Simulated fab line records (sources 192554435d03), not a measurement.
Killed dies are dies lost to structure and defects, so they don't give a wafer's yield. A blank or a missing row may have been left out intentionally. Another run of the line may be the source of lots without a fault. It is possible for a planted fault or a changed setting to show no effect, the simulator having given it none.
Code-filled problem report in 8D (eight disciplines) form | flow n5 finfet | the parts of the form that need people (team, actions taken, sign-off) are left out

== 1. THE ISSUE ==
N5_PASSIVATION_PROBE_49, killed at other: mean 107 over 1 wafer from 1 lot; wafers with no fault: 4, standard deviation 3.1. That is +33 standard deviations from the usual mean.
First observed at day 14 14:04: wafer L773.4, on prober-02. The record holds 1 wafer of 1 lot with a number at this step. By rule, "out" or "out of limits" means more than 4 standard deviations away from the usual mean. Any other wafer with a number is counted as sound.

== 2. WHAT IT IS, WHAT IT ISN'T ==
question                    | is                                                                                                   | is not
which readings at this step | killed at other, defect limited yield, killed dies, sort_bin_5_function, sort n pass, sort yield pct | killed_at_M0_to_M3, killed_at_M4_up, killed at contacts, killed at front end, killed open, killed short, sort_bin_8_speed
which lots                  | L773                                                                                                 | -
which wafers of those lots  | all that have a number                                                                               | -
read on which tools         | prober-02                                                                                            | -
when                        | from day 14 14:04                                                                                    | up to then (0 sound wafers)

== 3. SUSPECTS, AND WHAT RULES EACH OUT ==
Counting: a tool at any process step up to the reading remains a suspect when it ran all the lots that are out and ran no sound lot after the first of those.
- rie diel-06 at N5_MIM_BOT_ETCH_ETCH_04 (etches SiNx in CF4/O2, target depth 26 nm, time 13 s): kept. It ran the lot that is out, L773 (day 14 02:50), and no sound lot after that.
- pecvd-03 at N5_PASSIVATION_PECVD_55 (deposits SiO2 from SiH4/N2O, target thk 400 nm, time 22.5 s): kept. It ran the lot that is out, L773 (day 14 03:46), and no sound lot after that.
- pecvd-03 at N5_PASSIVATION_PECVD_01 (deposits SiNx from SiH4/NH3/N2, target thk 200 nm, time 43.2 s): kept. It ran the lot that is out, L773 (day 14 03:48), and no sound lot after that.
- rie diel-02 at N5_PASSIVATION_DESCUM_12 (chemistry O2, time 7.9 s): kept. It ran the lot that is out, L773 (day 14 06:54), and no sound lot after that.
- pvd sputter-02 at N5_PASSIVATION_PRE_CLEAN_19: kept. It ran the lot that is out, L773 (day 14 08:16), and no sound lot after that.
- pvd sputter-02 at N5_PASSIVATION_SPUTTER_20 (material TaN, target thk 50 nm): kept. It ran the lot that is out, L773 (day 14 08:18), and no sound lot after that.
- prober-02 at N5_PASSIVATION_PROBE_49: kept. It ran the lot that is out, L773 (day 14 14:04), and no sound lot after that. Out on those wafers are its own readings of defect limited yield, killed at other, killed dies, sort_bin_5_function, sort n pass, sort yield pct.
Left after counting: rie diel-06 at N5_MIM_BOT_ETCH_ETCH_04, pecvd-03 at N5_PASSIVATION_PECVD_55, pecvd-03 at N5_PASSIVATION_PECVD_01, rie diel-02 at N5_PASSIVATION_DESCUM_12, pvd sputter-02 at N5_PASSIVATION_PRE_CLEAN_19, pvd sputter-02 at N5_PASSIVATION_SPUTTER_20, prober-02 at N5_PASSIVATION_PROBE_49.

== 4. THE CAUSE (what the simulator had put in) ==
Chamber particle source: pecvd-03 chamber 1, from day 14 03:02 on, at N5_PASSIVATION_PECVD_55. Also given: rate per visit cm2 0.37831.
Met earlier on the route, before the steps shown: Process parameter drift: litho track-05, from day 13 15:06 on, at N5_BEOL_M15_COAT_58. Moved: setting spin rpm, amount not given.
7 suspects survive the count, and this tool is in that group.

== 5. SEQUENCE OF EFFECTS, ordered by route ==
Rows list readings where the struck wafers' mean (over those with a number) sits beyond 3 standard deviations from the usual. Readings are gone through only where the record gives a usual standard deviation; hours: the median, over the lots, of the time from a lot's start at the first step in this table giving one to that lot's start at this step; sigmas: the change measured in usual standard deviations.
hours | step                    | reading              | usual  | on struck wafers | change | sigmas
0     | N5_PASSIVATION_PROBE_49 | defect limited yield | 91.6 % | 84.2             | -7.4   | -6.2
0     | N5_PASSIVATION_PROBE_49 | killed at other      | 4      | 107              | +103   | +33
0     | N5_PASSIVATION_PROBE_49 | killed dies          | 99     | 186              | +87    | +5.8
0     | N5_PASSIVATION_PROBE_49 | sort_bin_5_function  | 4.9 %  | 10.0             | +5.1   | +6.6
0     | N5_PASSIVATION_PROBE_49 | sort n pass          | 1081   | 994              | -87    | -5.8
0     | N5_PASSIVATION_PROBE_49 | sort yield pct       | 91.6 % | 84.2             | -7.4   | -6.2
It contains these process steps:
- N5_PASSIVATION_PROBE_49

== 6. WHAT WOULD HAVE CAUGHT IT SOONER ==
In this record the first reading out of limits was taken at day 14 14:04, 11 hours after the fault began at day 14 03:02.
No tool reading at N5_PASSIVATION_PECVD_55 that has a usual standard deviation in the record was out on any struck wafer, so an alarm limit of 4 standard deviations on those readings would not have fired.
All the lots that are out (1) had begun N5_PASSIVATION_PECVD_55 on pecvd-03 by day 14 14:04. A hold on the tool at that time would have spared none of them.
